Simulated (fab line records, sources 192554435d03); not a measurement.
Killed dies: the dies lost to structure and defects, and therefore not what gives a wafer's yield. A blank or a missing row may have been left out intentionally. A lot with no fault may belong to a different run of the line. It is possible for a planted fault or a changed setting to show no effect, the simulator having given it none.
fab line records	flow n5_finfet
record lots=24	wafers=72	last_day=18
route steps=1938 shown BEOL_M5@1159 BEOL_M6@1194
lots that met no fault: from a run of the same line without faults
start_h: hours from the record's opening day to when the first of the lot's shown wafers began	wait_h: how many hours have passed since the lot's step before this one	" repeats the value in the row above	L1.1+2: several wafers, shown together as one row	- no value, or no start was given	* or withheld: withheld	< > ~ a bound
route shown NAME@n: names a module that has steps shown in the file, with the first one's number in the route	usual: average and standard deviation across the fault-free wafers	same: alike in all rows	chamber/n: place in a boat	sites: each site's reading	_std_site: standard deviation of those values	_edge_site: mean of outer sites minus mean of inner sites	radius_mm: for every site, how far away it sits from the centre of the wafer	mask NAME#n: copy n	behind: the tool/chamber that last shaped the wafer	hold: what put the lot on hold/how long, in hours/how the hold closed	device: whichever transistor did not switch (one of n, p or np)	end of line: tests of these same wafers at the route's end	step lacking rows: just its recipe	killed: at the first sort, the dies lost to defects and structure; wafer yield is something else	map: a wafer's dies, marking killed ones x, the rest . and places with no die _
set.NAME: setting as actually run; set.NAME@STEP: the setting as run at that earlier step	model.NAME: the simulator's own value behind a step, which no gauge read
a sample of lots followed through the steps of the route, with each step as a table and each wafer as a row
services: from which hour (start_h, from the record's first day; less than 0 if before it) a tool's chamber was out of use, for how many hours, and why
## steps
# step N5_BEOL_M5_STRIP_36
# recipe chemistry=N2/H2	power_w=450	temp_c=40	pressure_mtorr=20	rf_frequency_hz=6e+07	overash_fraction=0.3	bias_power_w=7	h2_frac=0.5	n2_flow_sccm=200	h2_flow_sccm=200
# usual drypump_motor_current_A=5.6/0.43	oes_product_au=0.81/0.095	power_w=450.0/1.2	rf_vpp_V=59.1/1.7	showerhead_plenum_p_Torr=2.49/0.09	throttle_valve_pct=23.44/0.26
lot.wafer	tool	chamber	start_h	wait_h	drypump_motor_current_A	oes_product_au	power_w	rf_hours_counter_h	rf_vpp_V	showerhead_plenum_p_Torr	throttle_valve_pct
L075.3	rie_diel-04	2	167.96	0.0	6.2	0.89	450.5	44	56.5	2.58	23.17
L075.4	"	1	"	"	5.8	0.78	450.7	137	59.2	2.33	23.28
L075.6	"	2	"	"	6.3	0.89	452.6	-	62.3	2.58	23.16
L074.2	rie_diel-01	1	184.38	0.0	5.8	0.84	451.0	76	59.9	2.48	23.45
L074.5	"	0	"	"	5.0	0.96	448.6	-	60.2	2.51	23.34
L074.6	"	3	"	"	5.6	0.76	449.1	-	62.6	2.65	23.61
L076.1	rie_diel-04	1	184.67	0.0	5.7	0.77	448.9	141	57.4	2.33	23.29
L076.3	"	0	"	"	5.8	0.69	449.3	242	58.0	2.50	24.04
L076.5	"	2	"	"	6.2	0.89	448.2	-	58.4	2.58	23.18
L077.1	rie_diel-01	3	185.89	0.0	5.6	0.75	450.2	152	58.4	2.65	23.61
L077.2	"	2	"	"	5.2	0.76	446.8	134	59.2	2.44	23.41
L077.3	"	1	"	"	5.7	0.84	449.5	77	62.2	2.48	23.45
L078.1	rie_diel-01	0	199.74	0.0	5.0	0.92	451.9	11	60.3	2.51	23.34
L078.5	"	2	"	"	5.2	0.75	448.5	-	56.4	2.43	23.46
L078.6	"	1	"	"	5.8	0.83	451.8	-	62.1	2.48	23.46
L079.3	rie_diel-04	0	200.23	0.0	5.8	0.69	450.7	247	58.3	2.50	24.06
L079.5	"	1	"	"	5.7	0.76	448.5	-	58.3	2.33	23.33
L079.6	"	0	"	"	5.8	0.67	451.9	-	57.0	2.50	24.03
L080.3	rie_diel-04	0	209.00	0.0	5.8	0.68	450.5	248	57.9	2.50	24.04
L080.4	"	1	"	"	5.7	0.76	448.8	147	58.6	2.33	23.28
L080.6	"	2	"	"	6.2	0.86	448.2	-	61.7	2.57	23.19
L081.3	rie_diel-04	0	214.92	0.0	5.8	0.67	448.7	249	56.8	2.50	24.05
L081.4	"	2	"	"	6.2	0.86	451.1	56	59.5	2.57	23.19
L081.5	"	3	"	"	5.2	0.68	449.0	-	59.3	2.41	23.27
L082.2	rie_diel-03	3	215.09	0.0	5.7	0.67	450.2	246	59.2	2.52	23.91
L082.3	"	2	"	"	5.0	0.94	451.5	13	58.1	2.60	23.24
L082.6	"	0	"	"	6.0	0.67	451.6	-	61.8	2.49	23.21
L083.2	rie_diel-04	3	220.19	0.0	5.2	0.68	451.1	214	58.9	2.41	23.31
L083.5	"	2	"	"	6.2	0.87	449.7	-	55.1	2.57	23.20
L083.6	"	1	"	"	5.7	0.76	447.6	-	59.6	2.33	23.34
L084.1	rie_diel-04	2	231.15	0.0	6.2	0.86	448.5	62	58.9	2.57	23.21
L084.3	"	3	"	"	5.2	0.67	451.1	218	60.2	2.41	23.29
L084.5	"	3	"	"	5.2	0.68	450.2	-	59.4	2.41	23.32
L085.1	rie_diel-04	3	237.52	0.0	5.1	0.68	449.5	222	59.5	2.41	23.33
L085.3	"	1	"	"	5.7	0.74	452.2	158	58.7	2.32	23.30
L085.4	"	1	"	"	5.6	0.75	449.5	-	57.5	2.32	23.31
L086.2	rie_diel-01	3	245.88	0.0	5.6	0.74	452.7	173	58.5	2.64	23.66
L086.4	"	1	"	"	5.8	0.83	447.6	95	60.5	2.47	23.43
L086.5	"	1	"	"	5.8	0.83	450.2	-	60.1	2.47	23.48
L087.1	rie_diel-03	1	267.33	0.0	6.3	0.90	452.0	15	58.1	2.59	23.93
L087.4	"	1	"	"	6.3	0.91	450.0	-	57.9	2.59	23.95
L087.5	"	2	"	"	5.0	0.88	448.8	-	58.3	2.59	23.28
L088.2	rie_diel-01	2	270.48	0.0	5.2	0.75	451.2	163	60.4	2.42	23.46
L088.5	"	3	"	"	5.6	0.73	452.4	-	58.1	2.64	23.65
L088.6	"	2	"	"	5.2	0.75	449.7	-	57.6	2.42	23.44
L089.1	rie_diel-01	2	273.22	0.0	5.2	0.75	450.6	165	59.2	2.42	23.45
L089.4	"	2	"	"	5.2	0.74	447.4	-	60.5	2.42	23.44
L089.6	"	1	"	"	5.8	0.81	449.3	-	59.7	2.47	23.52
L090.2	rie_diel-03	1	274.24	0.0	6.4	0.90	450.7	19	59.3	2.59	23.94
L090.4	"	2	"	"	5.1	0.86	448.1	-	59.6	2.59	23.30
L090.5	"	0	"	"	6.1	0.98	449.7	-	62.3	2.48	23.00
L091.2	rie_diel-04	2	277.23	0.0	6.2	0.84	448.6	78	59.5	2.56	23.23
L091.5	"	3	"	"	5.2	0.67	448.8	-	59.0	2.40	23.30
L091.6	"	2	"	"	6.2	0.85	450.2	-	59.1	2.56	23.21
L093.1	rie_diel-03	1	291.12	0.0	6.3	0.88	449.2	23	59.3	2.59	23.93
L093.2	"	0	"	"	6.0	0.97	449.3	10	56.9	2.48	23.01
L093.6	"	3	"	"	5.7	0.96	450.9	-	59.4	2.50	23.79
L094.1	rie_diel-01	0	294.11	0.0	4.9	0.88	449.9	38	57.3	2.49	23.38
L094.4	"	3	"	"	5.6	0.73	450.9	190	57.8	2.64	23.62
L094.5	"	2	"	"	5.2	0.75	449.7	-	56.9	2.42	23.47
L092.4	rie_diel-03	2	294.42	0.0	5.0	0.86	449.7	46	61.3	2.59	23.31
L092.5	"	3	"	"	5.7	0.96	450.3	-	60.2	2.50	23.77
L092.6	"	0	"	"	6.0	0.95	448.6	-	57.4	2.48	23.04
L095.1	rie_diel-03	1	299.91	0.0	6.3	0.87	450.3	26	60.7	2.59	23.92
L095.3	"	2	"	"	5.1	0.86	450.3	48	60.0	2.59	23.31
L095.4	"	0	"	"	6.0	0.94	450.6	12	57.5	2.48	23.00
L096.3	rie_diel-04	0	309.71	0.0	5.8	0.92	450.9	13	57.4	2.49	23.81
L096.4	"	1	"	"	5.7	0.73	451.7	180	60.0	2.31	23.40
L096.6	"	0	"	"	5.8	0.92	450.9	-	58.2	2.49	23.78
L097.2	rie_diel-01	2	314.73	0.0	5.2	0.74	450.5	178	59.5	2.42	23.48
L097.3	"	3	"	"	5.6	0.72	452.1	196	60.4	2.63	23.64
L097.5	"	1	"	"	5.8	0.79	450.4	-	63.4	2.46	23.52
# step N5_BEOL_M5_PRE_CLEAN_45
# recipe gas=H2/He	time_s=30	temp_c=250
# usual heater_power_w=349/16
lot.wafer	tool	chamber	start_h	wait_h	heater_power_w
L075.3	pvd_sputter-03	-	169.10	0.0	339
L075.4	"	-	"	"	348
L075.6	"	-	"	"	351
L074.2	pvd_sputter-02	-	185.19	0.0	348
L074.5	"	-	"	"	350
L074.6	"	-	"	"	358
L076.1	pvd_sputter-02	-	185.59	0.0	343
L076.3	"	-	"	"	351
L076.5	"	-	"	"	351
L077.1	pvd_sputter-01	-	187.93	0.0	335
L077.2	"	-	"	"	343
L077.3	"	-	"	"	339
L078.1	pvd_sputter-03	-	200.49	0.0	356
L078.5	"	-	"	"	342
L078.6	"	-	"	"	359
L079.3	pvd_sputter-02	-	200.98	0.0	351
L079.5	"	-	"	"	356
L079.6	"	-	"	"	353
L080.3	pvd_sputter-02	-	209.90	0.0	337
L080.4	"	-	"	"	357
L080.6	"	-	"	"	348
L081.3	pvd_sputter-03	-	216.17	0.0	349
L081.4	"	-	"	"	343
L081.5	"	-	"	"	357
L082.2	pvd_sputter-03	-	216.25	0.0	352
L082.3	"	-	"	"	376
L082.6	"	-	"	"	367
L083.2	pvd_sputter-02	-	221.22	0.0	355
L083.5	"	-	"	"	358
L083.6	"	-	"	"	333
L084.1	pvd_sputter-03	-	232.32	0.0	328
L084.3	"	-	"	"	332
L084.5	"	-	"	"	347
L085.1	pvd_sputter-02	-	238.78	0.0	343
L085.3	"	-	"	"	358
L085.4	"	-	"	"	353
L086.2	pvd_sputter-02	-	246.84	0.0	346
L086.4	"	-	"	"	334
L086.5	"	-	"	"	347
L087.1	pvd_sputter-03	-	268.15	0.0	325
L087.4	"	-	"	"	338
L087.5	"	-	"	"	334
L088.2	pvd_sputter-02	-	272.56	0.0	351
L088.5	"	-	"	"	349
L088.6	"	-	"	"	349
L089.1	pvd_sputter-03	-	274.57	0.0	322
L089.4	"	-	"	"	357
L089.6	"	-	"	"	373
L090.2	pvd_sputter-02	-	276.86	0.0	334
L090.4	"	-	"	"	350
L090.5	"	-	"	"	357
L091.2	pvd_sputter-01	-	278.46	0.0	380
L091.5	"	-	"	"	342
L091.6	"	-	"	"	338
L093.1	pvd_sputter-03	-	292.11	0.0	328
L093.2	"	-	"	"	379
L093.6	"	-	"	"	332
L094.1	pvd_sputter-01	-	294.88	0.0	335
L094.4	"	-	"	"	334
L094.5	"	-	"	"	383
L092.4	pvd_sputter-01	-	295.18	0.0	378
L092.5	"	-	"	"	379
L092.6	"	-	"	"	337
L095.1	pvd_sputter-03	-	301.78	0.0	390
L095.3	"	-	"	"	357
L095.4	"	-	"	"	335
L096.3	pvd_sputter-02	-	311.37	0.0	363
L096.4	"	-	"	"	344
L096.6	"	-	"	"	354
L097.2	pvd_sputter-03	-	316.07	0.0	326
L097.3	"	-	"	"	372
L097.5	"	-	"	"	325
# step N5_BEOL_M5_ANNEAL_49
# recipe temp_c=400	time_s=1800	ambient=vacuum
# usual heater_power_w=868/44
lot.wafer	tool	chamber	start_h	wait_h	heater_power_w
L075.3	pvd_sputter-01	-	169.70	0.0	849
L075.4	"	-	"	"	940
L075.6	"	-	"	"	830
L074.2	pvd_sputter-02	-	185.86	0.0	828
L074.5	"	-	"	"	825
L074.6	"	-	"	"	860
L076.1	pvd_sputter-03	-	186.22	0.0	859
L076.3	"	-	"	"	956
L076.5	"	-	"	"	805
L077.1	pvd_sputter-01	-	188.59	0.0	954
L077.2	"	-	"	"	837
L077.3	"	-	"	"	835
L078.1	pvd_sputter-02	-	201.10	0.0	831
L078.5	"	-	"	"	872
L078.6	"	-	"	"	882
L079.3	pvd_sputter-01	-	201.77	0.0	827
L079.5	"	-	"	"	817
L079.6	"	-	"	"	827
L080.3	pvd_sputter-03	-	210.66	0.0	805
L080.4	"	-	"	"	924
L080.6	"	-	"	"	849
L081.3	pvd_sputter-03	-	216.76	0.0	887
L081.4	"	-	"	"	848
L081.5	"	-	"	"	844
L082.2	pvd_sputter-01	-	216.87	0.0	845
L082.3	"	-	"	"	825
L082.6	"	-	"	"	936
L083.2	pvd_sputter-02	-	221.81	0.0	864
L083.5	"	-	"	"	899
L083.6	"	-	"	"	868
L084.1	pvd_sputter-02	-	232.90	0.0	876
L084.3	"	-	"	"	817
L084.5	"	-	"	"	865
L085.1	pvd_sputter-02	-	239.43	0.0	889
L085.3	"	-	"	"	831
L085.4	"	-	"	"	889
L086.2	pvd_sputter-02	-	247.64	0.0	880
L086.4	"	-	"	"	847
L086.5	"	-	"	"	865
L087.1	pvd_sputter-01	-	268.91	0.0	860
L087.4	"	-	"	"	960
L087.5	"	-	"	"	854
L088.2	pvd_sputter-01	-	273.34	0.0	828
L088.5	"	-	"	"	850
L088.6	"	-	"	"	854
L089.1	pvd_sputter-03	-	275.39	0.0	892
L089.4	"	-	"	"	845
L089.6	"	-	"	"	875
L090.2	pvd_sputter-02	-	277.81	0.0	871
L090.4	"	-	"	"	842
L090.5	"	-	"	"	882
L091.2	pvd_sputter-03	-	280.19	0.0	867
L091.5	"	-	"	"	883
L091.6	"	-	"	"	804
L093.1	pvd_sputter-03	-	292.76	0.0	873
L093.2	"	-	"	"	918
L093.6	"	-	"	"	811
L094.1	pvd_sputter-01	-	295.46	0.0	811
L094.4	"	-	"	"	833
L094.5	"	-	"	"	954
L092.4	pvd_sputter-03	-	297.19	0.0	888
L092.5	"	-	"	"	853
L092.6	"	-	"	"	890
L095.1	pvd_sputter-03	-	302.58	0.0	809
L095.3	"	-	"	"	860
L095.4	"	-	"	"	959
L096.3	pvd_sputter-01	-	312.14	0.0	836
L096.4	"	-	"	"	834
L096.6	"	-	"	"	839
L097.2	pvd_sputter-03	-	316.79	0.0	792
L097.3	"	-	"	"	843
L097.5	"	-	"	"	893
# step N5_BEOL_M5_SPUTTER_83
# recipe material=Cu	target_thk_a=150	temp_c=-20	chamber_pressure_pa=0.07	power_w=withheld	time_s=27.62
# usual throttle_valve_pct=30.0/1.2
lot.wafer	tool	chamber	start_h	wait_h	throttle_valve_pct
L075.3	pvd_sputter-01	-	171.79	0.5	32.6
L075.4	"	-	"	"	29.2
L075.6	"	-	"	"	32.5
L074.2	pvd_sputter-02	-	187.95	0.5	29.2
L074.5	"	-	"	"	29.3
L074.6	"	-	"	"	30.9
L076.1	pvd_sputter-03	-	188.32	0.5	28.5
L076.3	"	-	"	"	31.1
L076.5	"	-	"	"	30.7
L077.1	pvd_sputter-01	-	190.69	0.5	29.1
L077.2	"	-	"	"	32.5
L077.3	"	-	"	"	30.6
L078.1	pvd_sputter-02	-	203.20	0.5	29.5
L078.5	"	-	"	"	28.1
L078.6	"	-	"	"	30.7
L079.3	pvd_sputter-01	-	203.87	0.5	29.8
L079.5	"	-	"	"	30.6
L079.6	"	-	"	"	32.4
L080.3	pvd_sputter-03	-	212.76	0.5	30.6
L080.4	"	-	"	"	30.9
L080.6	"	-	"	"	27.9
L081.3	pvd_sputter-03	-	218.86	0.5	29.9
L081.4	"	-	"	"	28.4
L081.5	"	-	"	"	28.2
L082.2	pvd_sputter-01	-	218.96	0.5	30.5
L082.3	"	-	"	"	29.5
L082.6	"	-	"	"	29.5
L083.2	pvd_sputter-02	-	223.91	0.5	29.4
L083.5	"	-	"	"	28.3
L083.6	"	-	"	"	30.5
L084.1	pvd_sputter-02	-	234.99	0.5	30.1
L084.3	"	-	"	"	29.5
L084.5	"	-	"	"	27.9
L085.1	pvd_sputter-02	-	241.52	0.5	30.6
L085.3	"	-	"	"	29.3
L085.4	"	-	"	"	28.3
L086.2	pvd_sputter-02	-	249.73	0.5	30.3
L086.4	"	-	"	"	29.3
L086.5	"	-	"	"	28.0
L087.1	pvd_sputter-01	-	271.01	0.5	29.6
L087.4	"	-	"	"	29.2
L087.5	"	-	"	"	30.5
L088.2	pvd_sputter-01	-	275.43	0.5	32.7
L088.5	"	-	"	"	29.4
L088.6	"	-	"	"	30.7
L089.1	pvd_sputter-03	-	277.48	0.5	29.7
L089.4	"	-	"	"	28.0
L089.6	"	-	"	"	29.7
L090.2	pvd_sputter-02	-	279.90	0.5	30.0
L090.4	"	-	"	"	29.2
L090.5	"	-	"	"	29.9
L091.2	pvd_sputter-03	-	282.29	0.5	30.0
L091.5	"	-	"	"	29.9
L091.6	"	-	"	"	30.6
L093.1	pvd_sputter-03	-	294.86	0.5	28.2
L093.2	"	-	"	"	31.1
L093.6	"	-	"	"	30.7
L094.1	pvd_sputter-01	-	297.55	0.5	29.4
L094.4	"	-	"	"	32.6
L094.5	"	-	"	"	28.9
L092.4	pvd_sputter-03	-	299.28	0.5	30.0
L092.5	"	-	"	"	28.5
L092.6	"	-	"	"	29.9
L095.1	pvd_sputter-03	-	304.67	0.5	30.9
L095.3	"	-	"	"	28.3
L095.4	"	-	"	"	31.2
L096.3	pvd_sputter-01	-	314.24	0.5	29.4
L096.4	"	-	"	"	30.8
L096.6	"	-	"	"	32.7
L097.2	pvd_sputter-03	-	318.88	0.5	30.7
L097.3	"	-	"	"	28.3
L097.5	"	-	"	"	30.0
# step N5_BEOL_M5_ANNEAL_89
# recipe temp_c=400	time_s=1800	ambient=vacuum
# usual heater_power_w=868/44
lot.wafer	tool	chamber	start_h	wait_h	heater_power_w
L075.3	pvd_sputter-01	-	172.96	0.0	838
L075.4	"	-	"	"	944
L075.6	"	-	"	"	825
L074.2	pvd_sputter-02	-	189.12	0.0	831
L074.5	"	-	"	"	829
L074.6	"	-	"	"	860
L076.1	pvd_sputter-03	-	189.48	0.0	833
L076.3	"	-	"	"	946
L076.5	"	-	"	"	806
L077.1	pvd_sputter-01	-	191.85	0.0	948
L077.2	"	-	"	"	850
L077.3	"	-	"	"	860
L078.1	pvd_sputter-02	-	204.36	0.0	837
L078.5	"	-	"	"	868
L078.6	"	-	"	"	850
L079.3	pvd_sputter-01	-	205.03	0.0	833
L079.5	"	-	"	"	847
L079.6	"	-	"	"	815
L080.3	pvd_sputter-03	-	213.92	0.0	808
L080.4	"	-	"	"	935
L080.6	"	-	"	"	851
L081.3	pvd_sputter-03	-	220.02	0.0	887
L081.4	"	-	"	"	849
L081.5	"	-	"	"	847
L082.2	pvd_sputter-01	-	220.13	0.0	852
L082.3	"	-	"	"	839
L082.6	"	-	"	"	937
L083.2	pvd_sputter-02	-	225.07	0.0	824
L083.5	"	-	"	"	881
L083.6	"	-	"	"	885
L084.1	pvd_sputter-02	-	236.16	0.0	896
L084.3	"	-	"	"	826
L084.5	"	-	"	"	885
L085.1	pvd_sputter-02	-	242.69	0.0	882
L085.3	"	-	"	"	826
L085.4	"	-	"	"	889
L086.2	pvd_sputter-02	-	250.90	0.0	869
L086.4	"	-	"	"	813
L086.5	"	-	"	"	897
L087.1	pvd_sputter-01	-	272.17	0.0	846
L087.4	"	-	"	"	930
L087.5	"	-	"	"	850
L088.2	pvd_sputter-01	-	276.60	0.0	840
L088.5	"	-	"	"	858
L088.6	"	-	"	"	853
L089.1	pvd_sputter-03	-	278.65	0.0	902
L089.4	"	-	"	"	850
L089.6	"	-	"	"	881
L090.2	pvd_sputter-02	-	281.07	0.0	887
L090.4	"	-	"	"	834
L090.5	"	-	"	"	868
L091.2	pvd_sputter-03	-	283.45	0.0	894
L091.5	"	-	"	"	887
L091.6	"	-	"	"	810
L093.1	pvd_sputter-03	-	296.02	0.0	830
L093.2	"	-	"	"	928
L093.6	"	-	"	"	830
L094.1	pvd_sputter-01	-	298.72	0.0	850
L094.4	"	-	"	"	811
L094.5	"	-	"	"	955
L092.4	pvd_sputter-03	-	300.45	0.0	898
L092.5	"	-	"	"	841
L092.6	"	-	"	"	899
L095.1	pvd_sputter-03	-	305.84	0.0	806
L095.3	"	-	"	"	824
L095.4	"	-	"	"	957
L096.3	pvd_sputter-01	-	315.40	0.0	830
L096.4	"	-	"	"	870
L096.6	"	-	"	"	839
L097.2	pvd_sputter-03	-	320.05	0.0	816
L097.3	"	-	"	"	834
L097.5	"	-	"	"	892
# step N5_BEOL_M6_ILD_DEP_00
# recipe material=SiCOH_lowk	target_thk_a=1797.5	temp_c=300	precursor=DEMS/porogen	pressure_torr=5	rf_w=500	time_s=33.4
# usual heater_power_w=303/33	showerhead_plenum_p_Torr=5.745/0.018	throttle_valve_pct=13.8/0.5
lot.wafer	tool	chamber	start_h	wait_h	heater_power_w	showerhead_plenum_p_Torr	since_wet_clean_h	throttle_valve_pct
L075.3	pecvd-01	2	175.08	0.0	295	5.753	2148	14.9
L075.4	"	0	"	"	304	5.724	-	13.8
L075.6	"	1	"	"	315	5.743	-	14.7
L074.2	pecvd-01	1	191.24	0.0	342	5.746	1439	14.3
L074.5	"	0	"	"	309	5.740	-	13.9
L074.6	"	2	"	"	316	5.744	-	15.0
L076.1	pecvd-01	2	191.86	0.0	319	5.764	2164	15.2
L076.3	"	1	"	"	357	5.754	1439	14.5
L076.5	"	0	"	"	275	5.729	-	13.5
L077.1	pecvd-02	1	194.77	0.0	259	5.723	1805	13.8
L077.2	"	0	"	"	224	5.723	1080	13.2
L077.3	"	2	"	"	301	5.744	326	12.9
L078.1	pecvd-01	1	206.49	0.0	340	5.743	1454	14.6
L078.5	"	0	"	"	338	5.739	-	13.6
L078.6	"	1	"	"	345	5.743	-	14.4
L079.3	pecvd-03	2	207.81	0.0	314	5.760	158	13.4
L079.5	"	1	"	"	271	5.735	-	14.4
L079.6	"	0	"	"	274	5.766	-	13.4
L080.3	pecvd-01	1	216.10	0.1	360	5.740	-	14.2
L080.4	"	0	"	"	343	5.747	-	13.9
L080.6	"	0	"	"	343	5.737	-	13.8
L081.3	pecvd-01	1	222.44	0.1	353	5.754	-	14.4
L081.4	"	0	"	"	286	5.721	-	13.6
L081.5	"	1	"	"	342	5.750	-	14.4
L082.2	pecvd-03	2	222.50	0.0	323	5.751	172	13.4
L082.3	"	1	"	"	329	5.755	1651	14.3
L082.6	"	0	"	"	296	5.791	-	13.5
L083.2	pecvd-02	0	227.23	0.0	239	5.752	1112	13.5
L083.5	"	0	"	"	235	5.727	-	13.7
L083.6	"	2	"	"	274	5.744	-	13.2
L084.1	pecvd-02	2	238.97	0.0	289	5.737	370	13.0
L084.3	"	0	"	"	225	5.734	1124	13.3
L084.5	"	1	"	"	254	5.706	-	13.7
L085.1	pecvd-03	2	244.95	0.0	308	5.772	195	13.5
L085.3	"	1	"	"	307	5.735	1674	14.1
L085.4	"	0	"	"	299	5.789	-	13.6
L086.2	pecvd-03	2	253.11	0.0	317	5.762	203	13.6
L086.4	"	2	"	"	331	5.757	-	13.5
L086.5	"	0	"	"	249	5.789	-	13.3
L087.1	pecvd-01	0	274.36	0.0	338	5.728	797	13.5
L087.4	"	1	"	"	332	5.735	-	14.5
L087.5	"	0	"	"	338	5.735	-	13.9
L088.2	pecvd-03	0	278.98	0.0	278	5.788	983	13.5
L088.5	"	0	"	"	291	5.791	-	13.5
L088.6	"	2	"	"	319	5.765	-	13.6
L089.1	pecvd-01	2	280.81	0.0	332	5.760	49	13.4
L089.4	"	0	"	"	278	5.725	-	13.7
L089.6	"	2	"	"	331	5.750	-	13.3
L090.2	pecvd-03	0	283.22	0.0	278	5.775	987	13.3
L090.4	"	1	"	"	323	5.755	-	14.1
L090.5	"	0	"	"	290	5.771	-	13.4
L091.2	pecvd-01	2	285.75	0.0	309	5.763	54	13.6
L091.5	"	0	"	"	341	5.740	-	13.6
L091.6	"	2	"	"	314	5.748	-	13.9
L093.1	pecvd-01	0	298.20	0.0	283	5.717	821	13.6
L093.2	"	1	"	"	334	5.743	1546	14.3
L093.6	"	2	"	"	281	5.757	-	13.5
L094.1	pecvd-01	1	300.91	0.0	350	5.738	1549	14.5
L094.4	"	1	"	"	347	5.736	-	14.7
L094.5	"	0	"	"	353	5.728	-	13.9
L092.4	pecvd-01	2	302.72	0.1	316	5.756	-	13.6
L092.5	"	0	"	"	335	5.751	-	13.8
L092.6	"	1	"	"	348	5.736	-	14.6
L095.1	pecvd-02	2	307.96	0.0	260	5.735	439	13.3
L095.3	"	1	"	"	281	5.710	1918	13.4
L095.4	"	0	"	"	245	5.738	-	13.5
L096.3	pecvd-02	1	317.79	0.0	251	5.733	1928	13.8
L096.4	"	0	"	"	257	5.723	-	13.3
L096.6	"	1	"	"	262	5.697	-	13.9
L097.2	pecvd-01	2	322.56	0.0	288	5.750	91	13.5
L097.3	"	0	"	"	273	5.721	845	13.8
L097.5	"	2	"	"	293	5.746	-	13.4
## services
tool	chamber	start_h	hours	kind
pecvd-01	-	152.21	1.7	repair
pecvd-03	1	157.84	3.6	repair
rie_diel-01	1	186.61	6.5	repair
rie_diel-04	3	198.65	1.7	repair
pecvd-01	2	202.38	-	clean
pecvd-01	2	202.38	-	consumable_replace:showerhead
pecvd-01	2	202.38	29.0	scheduled_down
pecvd-01	2	202.38	29.0	vent_cycle
pecvd-02	0	206.64	4.7	repair
rie_diel-01	1	218.33	2.2	repair
rie_diel-04	0	235.68	-	clean
rie_diel-04	0	235.68	-	consumable_replace:focus_ring
rie_diel-04	0	235.68	26.3	scheduled_down
rie_diel-04	-	237.68	2.8	pm
pecvd-03	-	238.67	4.3	pm
pecvd-01	-	241.79	14.6	pm
rie_diel-01	0	254.85	1.3	repair
rie_diel-01	0	269.55	3.6	repair
pecvd-01	1	279.98	6.5	repair
pecvd-01	0	287.45	3.9	repair
rie_diel-04	-	288.48	2.1	repair
pecvd-02	-	290.07	1.3	repair
rie_diel-01	1	305.80	8.6	repair
pvd_sputter-03	-	309.90	0.8	repair
## key
fault none
